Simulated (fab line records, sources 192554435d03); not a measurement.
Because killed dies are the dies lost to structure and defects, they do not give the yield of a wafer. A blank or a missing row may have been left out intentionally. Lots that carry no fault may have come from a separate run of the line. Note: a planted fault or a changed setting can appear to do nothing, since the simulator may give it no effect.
Matching of chambers	flow n5-finfet	N5_SD_EPI_N_ETCHBACK_44 on rie-diel-05: 4 sister chambers
The step etches SiNx in CH3F/O2, stops on SiO2, target depth 14.5 nm. 8 wafers are shown with their chamber, then 12 later ones without.

## WAFERS PAIRED WITH THEIR CHAMBERS
wafer	chamber	showerhead-plenum-p-Torr (Torr)	oes-product-au (a.u.)
L081.2	0	1.94	0.71
L081.5	3	2.06	0.62
L083.3	1	2.02	0.63
L083.4	2	1.96	0.76
L083.5	2	1.96	0.76
L084.1	0	1.94	0.70
L084.4	1	2.02	0.62
L084.6	3	2.05	0.62

## WAFERS MISSING THEIR CHAMBER
wafer	showerhead-plenum-p-Torr (Torr)	oes-product-au (a.u.)
L086.1	2.02	0.62
L086.2	1.94	0.69
L086.3	1.96	0.75
L091.2	2.05	0.60
L091.3	1.94	0.69
L091.4	2.02	0.61
L092.2	2.02	0.62
L092.4	2.05	0.61
L092.6	1.96	0.74
L093.1	2.02	0.61
L093.5	2.05	0.60
L093.6	1.94	0.68

## WHICH CHAMBER EACH WENT THROUGH
wafer	from the rows above	in truth
L086.1	1	1
L086.2	0	0
L086.3	2	2
L091.2	3	3
L091.3	0	0
L091.4	1	1
L092.2	1	1
L092.4	3	3
L092.6	2	2
L093.1	1	1
L093.5	3	3
L093.6	0	0
Correctly placed: 12 of 12. From these rows, 0 cannot be placed. Wrongly placed: 0.
How it was worked out, from the rows above alone: a wafer's distance from a chamber is the root of the sum, over the readings, of the square of ((its reading less the chamber's mean) divided by the reading's scatter). The wafer belongs to the nearest chamber; if the next one is less than 2 further off, it can't be placed. Each chamber's mean is taken over the wafers shown for it. The scatter: take each reading less its chamber's mean, square it, sum over the shown wafers, divide by the number of wafers less the number of chambers, and take the root.
